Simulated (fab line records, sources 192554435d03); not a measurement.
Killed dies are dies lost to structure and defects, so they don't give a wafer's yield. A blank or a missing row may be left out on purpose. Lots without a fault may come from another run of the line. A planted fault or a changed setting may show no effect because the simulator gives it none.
fab line records | flow n5_finfet | part 1 of 2: steps 1 to 23 of 33
record lots=5 wafers=15 last_day=18
route steps=1938 shown SD_EPI_N@289 SD_EPI_P@295
lots that met no fault: from a run of the same line without faults
start_h: hours from the record's first day to the start of the lot's first wafer shown | wait_h: hours since the lot's step before | " the same as in the row above | L1.1+2: a row that stands for several wafers | - no value, or no start given | * or withheld: withheld | < > ~ a bound
route shown NAME@n: a module of which the file shows steps, and the number in the route of the first | usual: mean/standard deviation of fault-free wafers | same: alike in all rows | chamber/n: place in a boat | sites: the reading at each site | _std_site: their standard deviation | _edge_site: outer sites' mean less inner sites' | radius_mm: how far each site lies from the wafer's centre | mask NAME#n: copy n | behind: the tool/chamber that last shaped the wafer | hold: why the lot was held/for how many hours/how that ended | device: the transistor (n, p or np) that didn't switch | end of line: the same wafers' tests at the end of the route | a step without rows: its recipe alone | killed: dies lost to structure and defects at the first sort, not the wafer's yield | map: a wafer's dies, x killed, . not, _ none there
set.NAME: the setting as run; set.NAME@STEP: as run at that earlier step | model.NAME: the simulator's own value behind a step, which no gauge read
lots at some steps of the route; a table a step, a row a wafer
services: from which hour (start_h, from the record's first day; less than 0 if before it) a tool's chamber was out of use, for how many hours, and why
## steps
# step N5_SD_EPI_N_EPI_MEAS_23
# recipe mode=xrd
# usual thk_nm=59.3/1.3
# columns lot.wafer tool chamber start_h wait_h thk_nm
L075.2 film_metro-01 - 62.47 1.5 59.5
L075.3 " - " " 59.4
L075.6 " - " " 57.5
L080.1 film_metro-02 - 88.99 1.4 57.7
L080.3 " - " " 58.4
L080.5 " - " " 55.8
L084.1 film_metro-02 - 115.94 1.9 58.6
L084.3 " - " " 59.2
L084.6 " - " " 60.3
L088.1 film_metro-02 - 138.05 1.4 61.6
L088.2 " - " " 60.1
L088.4 " - " " 63.1
L090.3 film_metro-02 - 149.20 0.9 58.7
L090.4 " - " " 59.0
L090.5 " - " " 59.9
# step N5_SD_EPI_N_PRECLEAN_24
# recipe chemistry=O3/DIW time_s=60 temp_c=22 o3_ppm=10
# usual bath_heat_duty_pct=2.5/0.48
# columns lot.wafer tool chamber start_h wait_h bath_heat_duty_pct
L075.2 wet_bench-01 7 62.50 0.0 2.4
L075.3 " 5 " " 2.9
L075.6 " 0 " " 2.3
L080.1 wet_bench-04 1 89.02 0.0 2.9
L080.3 " 3 " " 3.2
L080.5 " 0 " " 2.4
L084.1 wet_bench-04 7 115.98 0.0 2.9
L084.3 " 1 " " 3.5
L084.6 " 5 " " 2.4
L088.1 wet_bench-04 1 138.08 0.0 3.0
L088.2 " 6 " " 2.2
L088.4 " 2 " " 2.0
L090.3 wet_bench-01 4 149.24 0.0 2.5
L090.4 " 6 " " 2.0
L090.5 " 1 " " 3.0
# step N5_SD_EPI_N_SRD_25
# recipe time_s=30 temp_c=23 rinse_liquid=diw dry=ipa_marangoni
# usual bath_heat_duty_pct=3.8/0.59
# columns lot.wafer tool chamber start_h wait_h bath_heat_duty_pct
L075.2 wet_bench-01 7 62.52 0.0 3.1
L075.3 " 5 " " 4.7
L075.6 " 0 " " 4.0
L080.1 wet_bench-04 1 89.04 0.0 4.3
L080.3 " 3 " " 3.9
L080.5 " 0 " " 2.6
L084.1 wet_bench-04 7 116.00 0.0 4.4
L084.3 " 1 " " 4.3
L084.6 " 5 " " 3.5
L088.1 wet_bench-04 1 138.10 0.0 4.4
L088.2 " 6 " " 3.9
L088.4 " 2 " " 3.8
L090.3 wet_bench-01 4 149.26 0.0 2.6
L090.4 " 6 " " 3.6
L090.5 " 1 " " 4.4
# step N5_SD_EPI_N_PRECLEAN_49
# recipe chemistry=NF3:NH3 afs_cycles=1 temp_c=30 time_s=20 sublimation_temp_c=180 sublimation_time_s=60 pressure_torr=3 rf_power_w=30
# usual rf_power_w=30.02/0.096
# columns lot.wafer tool chamber start_h wait_h rf_power_w
L075.2 remote_plasma-01 1 62.66 0.1 30.07
L075.3 " 1 " " 30.09
L075.6 " 1 " " 30.14
L080.1 remote_plasma-02 0 89.09 0.0 30.12
L080.3 " 0 " " 29.90
L080.5 " 0 " " 30.04
L084.1 remote_plasma-02 1 116.05 0.0 30.12
L084.3 " 1 " " 30.08
L084.6 " 1 " " 30.05
L088.1 remote_plasma-02 0 138.15 0.0 30.12
L088.2 " 0 " " 30.08
L088.4 " 0 " " 30.12
L090.3 remote_plasma-01 0 149.37 0.1 30.19
L090.4 " 0 " " 30.04
L090.5 " 0 " " 30.03
# step N5_SD_EPI_N_LINER_46
# recipe material=SiNx target_thk_a=30 temp_c=400 ald_precursor_family=SiH2I2 ald_co_reactant=N2/H2-plasma pressure_torr=2
# usual heater_power_w=844/71
# columns lot.wafer tool chamber start_h wait_h heater_power_w
L075.2 ald_sin-03 2 62.90 0.2 932
L075.3 " 1 " " 895
L075.6 " 2 " " 922
L080.1 ald_sin-02 2 89.78 0.7 790
L080.3 " 0 " " 766
L080.5 " 3 " " 908
L084.1 ald_sin-03 1 116.25 0.2 901
L084.3 " 2 " " 935
L084.6 " 2 " " 907
L088.1 ald_sin-02 2 138.42 0.2 812
L088.2 " 1 " " 898
L088.4 " 0 " " 791
L090.3 ald_sin-02 2 149.51 0.1 801
L090.4 " 1 " " 882
L090.5 " 3 " " 902
# step N5_SD_EPI_N_INSPECT_26
# recipe inspect_instrument=darkfield mode=post_epi
# usual raw_defect_count=193/40
# columns lot.wafer tool chamber start_h wait_h raw_defect_count
L075.2 defect_inspect-01 - 63.15 0.1 163
L075.3 " - " " 161
L075.6 " - " " 158
L080.1 defect_inspect-01 - 90.04 0.2 176
L080.3 " - " " 130
L080.5 " - " " 169
L084.1 defect_inspect-02 - 116.50 0.1 169
L084.3 " - " " 161
L084.6 " - " " 134
L088.1 defect_inspect-02 - 138.67 0.1 216
L088.2 " - " " 203
L088.4 " - " " 198
L090.3 defect_inspect-02 - 149.76 0.1 249
L090.4 " - " " 201
L090.5 " - " " 172
# step N5_SD_EPI_P_COAT_34
# recipe resist=SOC temp_c=250 time_s=60 spin_rpm=1500 resist_thk_nm=350
# columns lot.wafer tool chamber start_h wait_h
L075.2+3+6 litho_track-01 0 63.18 0.0
L080.1+3+5 litho_track-05 0 90.07 0.0
L084.1+3+6 litho_track-05 0 116.53 0.0
L088.1+2+4 litho_track-01 0 138.70 0.0
L090.3+4+5 litho_track-05 0 149.79 0.0
# step N5_SD_EPI_P_COAT_35
# recipe resist=SiARC temp_c=220 time_s=60 spin_rpm=1500 resist_thk_nm=35
# columns lot.wafer tool chamber start_h wait_h
L075.2+3+6 litho_track-01 0 - -
L080.1+3+5 litho_track-05 0 - -
L084.1+3+6 litho_track-05 0 - -
L088.1+2+4 litho_track-01 0 - -
L090.3+4+5 litho_track-05 0 - -
# step N5_SD_EPI_P_COAT_03
# recipe resist=CAR-ArF-block spin_rpm=1500 resist_thk_nm=150
# columns lot.wafer tool chamber start_h wait_h
L075.2+3+6 litho_track-01 0 - -
L080.1+3+5 litho_track-05 0 - -
L084.1+3+6 litho_track-05 0 - -
L088.1+2+4 litho_track-01 0 - -
L090.3+4+5 litho_track-05 0 - -
# step N5_SD_EPI_P_EBR_05
# recipe solvent=PGMEA ebr_width_mm=1.5
# columns lot.wafer tool chamber start_h wait_h
L075.2+3+6 litho_track-01 0 - -
L080.1+3+5 litho_track-05 0 - -
L084.1+3+6 litho_track-05 0 - -
L088.1+2+4 litho_track-01 0 - -
L090.3+4+5 litho_track-05 0 - -
# step N5_SD_EPI_P_SOFTBAKE_04
# recipe temp_c=110 time_s=60 resist=CAR-ArF-block
# columns lot.wafer tool chamber start_h wait_h
L075.2+3+6 litho_track-01 0 - -
L080.1+3+5 litho_track-05 0 - -
L084.1+3+6 litho_track-05 0 - -
L088.1+2+4 litho_track-01 0 - -
L090.3+4+5 litho_track-05 0 - -
# step N5_SD_EPI_P_EXPOSE_06
# recipe mask_id=SD_P_BLK na=1.35 source_shape=conventional sigma_outer=0.8 polarization=unpolarized target_cd_nm=240 dose_mj=39.5
# columns lot.wafer tool chamber start_h wait_h mask
L075.2+3+6 arfi_scanner-01 0 63.31 - SD_P_BLK#0
L080.1+3+5 arfi_scanner-02 0 90.32 - SD_P_BLK#0
L084.1+3+6 arfi_scanner-03 0 116.65 - SD_P_BLK#0
L088.1+2+4 arfi_scanner-02 0 138.94 - SD_P_BLK#0
L090.3+4+5 arfi_scanner-03 0 150.04 - SD_P_BLK#0
# step N5_SD_EPI_P_PEB_07
# recipe peb_temp_c=110 peb_time_s=60 resist=CAR-ArF-block
# columns lot.wafer tool chamber start_h wait_h
L075.2+3+6 litho_track-02 0 63.36 0.0
L080.1+3+5 litho_track-01 0 90.37 0.1
L084.1+3+6 litho_track-05 0 116.71 0.1
L088.1+2+4 litho_track-02 0 139.00 0.1
L090.3+4+5 litho_track-02 0 150.09 0.0
# step N5_SD_EPI_P_DEVELOP_08
# recipe develop_time_s=30 developer=TMAH resist=CAR-ArF-block dev_temp_c=23 rinse_liquid=diw dry=air_spin
# columns lot.wafer tool chamber start_h wait_h
L075.2+3+6 litho_track-02 0 - -
L080.1+3+5 litho_track-01 0 - -
L084.1+3+6 litho_track-05 0 - -
L088.1+2+4 litho_track-02 0 - -
L090.3+4+5 litho_track-02 0 - -
# step N5_SD_EPI_P_CD_MEAS_09
# recipe target_cd_nm=240 landing_energy_ev=500 detector=se_inlens
# usual cd_nm=240.5/0.83
# columns lot.wafer tool chamber start_h wait_h cd_nm
L075.2 cd_sem-01 0 63.43 - 240.8
L075.3 " 0 " " 240.8
L075.6 " 0 " " 240.6
L080.1 cd_sem-03 0 90.44 - 240.7
L080.3 " 0 " " 240.0
L080.5 " 0 " " 240.9
L084.1 cd_sem-02 0 116.77 - 240.3
L084.3 " 0 " " 240.8
L084.6 " 0 " " 240.3
L088.1 cd_sem-02 0 139.07 - 240.0
L088.2 " 0 " " 239.8
L088.4 " 0 " " 241.0
L090.3 cd_sem-01 0 150.16 - 240.7
L090.4 " 0 " " 240.8
L090.5 " 0 " " 240.6
# step N5_SD_EPI_P_OVL_MEAS_10
# recipe points_per_wafer=44
# usual SD_P_BLK_OVL=-0.1/0.82
# columns lot.wafer tool chamber start_h wait_h SD_P_BLK_OVL[nm]
L075.2 overlay-02 0 63.46 0.0 0.1
L075.3 " 0 " " -0.9
L075.6 " 0 " " -0.4
L080.1 overlay-01 0 90.47 0.0 -0.9
L080.3 " 0 " " -0.2
L080.5 " 0 " " -0.5
L084.1 overlay-02 0 116.80 0.0 0.6
L084.3 " 0 " " -0.3
L084.6 " 0 " " 0.7
L088.1 overlay-02 0 139.10 0.0 1.4
L088.2 " 0 " " -0.7
L088.4 " 0 " " -0.4
L090.3 overlay-01 0 150.19 0.0 1.3
L090.4 " 0 " " 0.8
L090.5 " 0 " " 0.5
# step N5_SD_EPI_P_INSPECT_11
# recipe mode=adi inspect_instrument=macro
# usual raw_defect_count=2.1/1.5
# columns lot.wafer tool chamber start_h wait_h raw_defect_count
L075.2 defect_inspect-01 - 63.48 0.0 1
L075.3 " - " " 3
L075.6 " - " " 1
L080.1 defect_inspect-01 - 90.50 0.0 1
L080.3 " - " " 2
L080.5 " - " " 2
L084.1 defect_inspect-01 - 116.83 0.0 4
L084.3 " - " " 3
L084.6 " - " " 1
L088.1 defect_inspect-02 - 139.12 0.0 1
L088.2 " - " " 0
L088.4 " - " " 3
L090.3 defect_inspect-02 - 150.21 0.0 0
L090.4 " - " " 0
L090.5 " - " " 5
# step N5_SD_EPI_P_DESCUM_14
# recipe chemistry=O2 time_s=7.9 source_power_w=50 bias_power_w=20 pressure_mtorr=20 rf_frequency_hz=2.712e+07 temp_c=40 resist=CAR-ArF-block o2_flow_sccm=225
# usual drypump_motor_current_A=5.6/0.5 oes_product_au=0.80/0.086 rf_vpp_V=243.3/1.4 showerhead_plenum_p_Torr=2.11/0.075 throttle_valve_pct=20.50/0.22
# columns lot.wafer tool chamber start_h wait_h drypump_motor_current_A oes_product_au rf_hours_counter_h rf_vpp_V showerhead_plenum_p_Torr throttle_valve_pct
L075.2 rie_diel-01 0 63.51 0.0 6.1 0.72 220 244.6 2.14 20.74
L075.3 " 3 " " 6.4 0.69 246 242.4 2.04 20.64
L075.6 " 3 " " 6.3 0.68 - 242.0 2.04 20.64
L080.1 rie_diel-01 1 90.63 0.1 6.1 0.74 170 243.1 2.20 20.52
L080.3 " 2 " " 5.1 0.91 16 243.2 2.15 20.23
L080.5 " 1 " " 6.2 0.74 - 242.9 2.20 20.51
L084.1 rie_diel-05 0 116.86 0.0 4.7 0.73 174 244.7 2.18 20.66
L084.3 " 3 " " 5.0 0.91 22 242.8 2.03 20.17
L084.6 " 3 " " 5.0 0.91 - 243.5 2.03 20.17
L088.1 rie_diel-05 3 139.58 0.5 5.0 0.89 29 241.7 2.03 20.17
L088.2 " 1 " " 5.9 0.91 39 245.9 2.24 20.70
L088.4 " 2 " " 5.5 0.79 128 241.3 2.04 20.64
L090.3 rie_diel-05 2 150.24 0.0 5.6 0.77 131 239.9 2.04 20.65
L090.4 " 1 " " 5.9 0.90 42 245.5 2.23 20.70
L090.5 " 2 " " 5.5 0.78 - 241.8 2.04 20.64
# step N5_SD_EPI_P_ETCH_36
# recipe chemistry=CF4 target=SiARC target_depth_a=455 mask_material=CAR-ArF-block time_s=75.8 ion_energy_ev=80 pressure_mtorr=40 source_w=545 bias_w=36 Ar_flow_sccm=100 cf4_flow_sccm=100 ends=cleared
# usual drypump_motor_current_A=5.6/0.51 etch_rf_on_time_s=74.2/1.6 oes_product_au=0.69/0.074 rf_vpp_V=184.3/1.2 showerhead_plenum_p_Torr=2.16/0.064 throttle_valve_pct=15.67/0.24
# columns lot.wafer tool chamber start_h wait_h drypump_motor_current_A etch_rf_on_time_s oes_product_au rf_hours_counter_h rf_vpp_V showerhead_plenum_p_Torr throttle_valve_pct
L075.2 rie_diel-01 0 63.55 0.0 6.2 74.3 0.61 220 184.7 2.22 16.11
L075.3 " 3 " " 6.3 76.6 0.58 246 184.0 2.12 16.04
L075.6 " 3 " " 6.4 76.8 0.58 - 183.0 2.12 16.05
L080.1 rie_diel-01 1 90.66 0.0 6.1 70.8 0.65 170 185.9 2.21 15.51
L080.3 " 2 " " 5.1 73.2 0.79 16 184.5 2.20 15.36
L080.5 " 1 " " 6.2 70.3 0.65 - 184.4 2.21 15.51
L084.1 rie_diel-05 0 116.90 0.0 4.7 75.3 0.63 174 185.3 2.22 15.80
L084.3 " 3 " " 5.0 74.0 0.77 22 183.6 2.10 15.41
L084.6 " 3 " " 5.0 73.9 0.78 - 183.8 2.10 15.40
L088.1 rie_diel-05 3 139.61 0.0 5.0 73.6 0.77 29 183.8 2.10 15.42
L088.2 " 1 " " 5.9 73.6 0.77 39 185.0 2.27 15.70
L088.4 " 2 " " 5.5 73.1 0.68 128 182.5 2.07 15.65
L090.3 rie_diel-05 2 150.28 0.0 5.5 73.9 0.67 131 182.3 2.07 15.62
L090.4 " 1 " " 5.9 74.5 0.76 42 185.1 2.27 15.72
L090.5 " 2 " " 5.5 74.0 0.66 - 182.1 2.07 15.64
# step N5_SD_EPI_P_ETCH_37
# recipe chemistry=N2/H2 target=SOC overetch_a=1080 mask_material=SiARC temp_c=40 ion_energy_ev=100 source_w=3000 bias_w=133 pressure_mtorr=20 time_s=486 n2_flow_sccm=200 h2_flow_sccm=200 ends=end_point
# usual drypump_motor_current_A=5.6/0.51 oes_product_au=0.72/0.076 rf_vpp_V=241.0/1.4 showerhead_plenum_p_Torr=2.56/0.09 throttle_valve_pct=23.9/0.3
# columns lot.wafer tool chamber start_h wait_h drypump_motor_current_A oes_product_au rf_hours_counter_h rf_vpp_V showerhead_plenum_p_Torr throttle_valve_pct
L075.2 rie_diel-01 0 63.60 0.0 6.1 0.64 220 242.0 2.63 24.4
L075.3 " 3 " " 6.3 0.61 246 241.5 2.49 24.0
L075.6 " 3 " " 6.3 0.62 - 241.4 2.49 24.0
L080.1 rie_diel-01 1 90.72 0.0 6.2 0.65 170 241.5 2.63 23.8
L080.3 " 2 " " 5.1 0.81 16 240.6 2.61 23.6
L080.5 " 1 " " 6.1 0.65 - 241.4 2.63 23.8
L084.1 rie_diel-05 0 116.95 0.0 4.7 0.65 174 242.1 2.66 24.0
L084.3 " 3 " " 5.0 0.80 22 239.0 2.48 23.8
L084.6 " 3 " " 5.0 0.81 - 239.5 2.48 23.8
L088.1 rie_diel-05 3 139.67 0.0 5.0 0.80 29 238.8 2.47 23.8
L088.2 " 1 " " 5.9 0.80 39 243.5 2.70 24.3
L088.4 " 2 " " 5.5 0.69 128 239.5 2.43 23.5
L090.3 rie_diel-05 2 150.34 0.0 5.5 0.69 131 239.5 2.42 23.6
L090.4 " 1 " " 5.9 0.80 42 242.6 2.69 24.3
L090.5 " 2 " " 5.5 0.69 - 238.3 2.42 23.5
# step N5_SD_EPI_P_STRIP_38
# recipe chemistry=N2/H2 temp_c=40 n2_flow_sccm=200 h2_flow_sccm=200 rf_frequency_hz=6e+07
# columns lot.wafer tool chamber start_h wait_h
L075.2+3+6 rie_diel-01 0,3,3 63.92 0.2
L080.1+3+5 rie_diel-01 1,2,1 91.03 0.2
L084.1+3+6 rie_diel-05 0,3,3 117.27 0.2
L088.1+2+4 rie_diel-05 3,1,2 139.98 0.2
L090.3+4+5 rie_diel-05 2,1,2 150.65 0.2
# step N5_SD_EPI_P_ETCHBACK_46
# recipe chemistry=CH3F/O2 mode=anisotropic_etchback target=SiNx target_depth_a=175 stop_on=SiO2 over_etch_frac=0.3 ion_energy_ev=120 pressure_mtorr=30 source_w=395 bias_w=73 Ar_flow_sccm=150 CH3F_flow_sccm=30 O2_flow_sccm=20
# usual O2_flow_sccm=19.99/0.054 drypump_motor_current_A=5.6/0.5 oes_product_au=0.68/0.072 rf_vpp_V=296/6.3 showerhead_plenum_p_Torr=2.02/0.06 throttle_valve_pct=16.38/0.23
# columns lot.wafer tool chamber start_h wait_h O2_flow_sccm drypump_motor_current_A oes_product_au rf_hours_counter_h rf_vpp_V showerhead_plenum_p_Torr throttle_valve_pct
L075.2 rie_diel-01 0 63.93 0.0 20.02 6.1 0.61 220 312 2.07 16.79
L075.3 " 3 " " 19.88 6.3 0.58 246 294 1.98 16.84
L075.6 " 3 " " 19.92 6.3 0.58 - 294 1.98 16.83
L080.1 rie_diel-01 1 91.04 0.0 19.98 6.1 0.62 170 298 2.06 16.22
L080.3 " 2 " " 19.90 5.1 0.78 16 296 2.04 16.06
L080.5 " 1 " " 20.06 6.1 0.63 - 299 2.06 16.22
L084.1 rie_diel-05 0 117.28 0.0 19.96 4.7 0.63 174 294 2.07 16.50
L084.3 " 3 " " 20.01 5.0 0.76 22 293 1.96 16.17
L084.6 " 3 " " 19.93 4.9 0.77 - 293 1.96 16.16
L088.1 rie_diel-05 3 139.99 0.0 20.02 5.0 0.75 29 293 1.96 16.19
L088.2 " 1 " " 19.98 5.9 0.76 39 297 2.13 16.47
L088.4 " 2 " " 19.94 5.5 0.66 128 294 1.94 16.44
L090.3 rie_diel-05 2 150.66 0.0 19.98 5.5 0.66 132 292 1.94 16.44
L090.4 " 1 " " 20.04 5.9 0.77 42 297 2.12 16.50
L090.5 " 2 " " 20.10 5.5 0.65 - 292 1.94 16.44
# step N5_SD_EPI_P_ETCH_47
# recipe chemistry=CH3F/O2 target=SiOCN target_depth_a=250 mask_material=SOC ion_energy_ev=60 bias_w=29 pressure_mtorr=30 source_w=410 Ar_flow_sccm=150 CH3F_flow_sccm=30 O2_flow_sccm=20
# usual O2_flow_sccm=20.00/0.059 drypump_motor_current_A=5.6/0.51 oes_product_au=0.80/0.085 rf_vpp_V=127.1/2.7 showerhead_plenum_p_Torr=2.02/0.06 throttle_valve_pct=16.36/0.23
# columns lot.wafer tool chamber start_h wait_h O2_flow_sccm drypump_motor_current_A oes_product_au rf_hours_counter_h rf_vpp_V showerhead_plenum_p_Torr throttle_valve_pct
L075.2 rie_diel-01 0 64.03 0.1 19.92 6.2 0.72 220 132.9 2.06 16.75
L075.3 " 3 " " 19.92 6.3 0.68 246 126.8 1.99 16.81
L075.6 " 3 " " 19.97 6.3 0.68 - 125.2 1.98 16.81
L080.1 rie_diel-01 1 91.14 0.1 19.91 6.1 0.74 170 128.1 2.06 16.18
L080.3 " 2 " " 19.89 5.1 0.93 16 127.9 2.04 16.03
L080.5 " 1 " " 19.86 6.1 0.75 - 127.6 2.06 16.19
L084.1 rie_diel-05 0 117.38 0.1 19.95 4.7 0.72 174 127.6 2.07 16.45
L084.3 " 3 " " 20.07 5.0 0.91 22 123.9 1.96 16.15
L084.6 " 3 " " 20.03 5.0 0.90 - 126.0 1.96 16.15
L088.1 rie_diel-05 3 140.09 0.1 19.97 5.0 0.89 29 125.7 1.96 16.16
L088.2 " 1 " " 19.92 5.9 0.89 39 127.7 2.13 16.44
L088.4 " 2 " " 20.20 5.5 0.78 128 126.1 1.94 16.42
L090.3 rie_diel-05 2 150.76 0.1 20.07 5.5 0.78 132 125.2 1.94 16.42
L090.4 " 1 " " 20.03 5.9 0.90 42 127.9 2.12 16.44
L090.5 " 2 " " 19.95 5.5 0.79 - 124.7 1.94 16.42
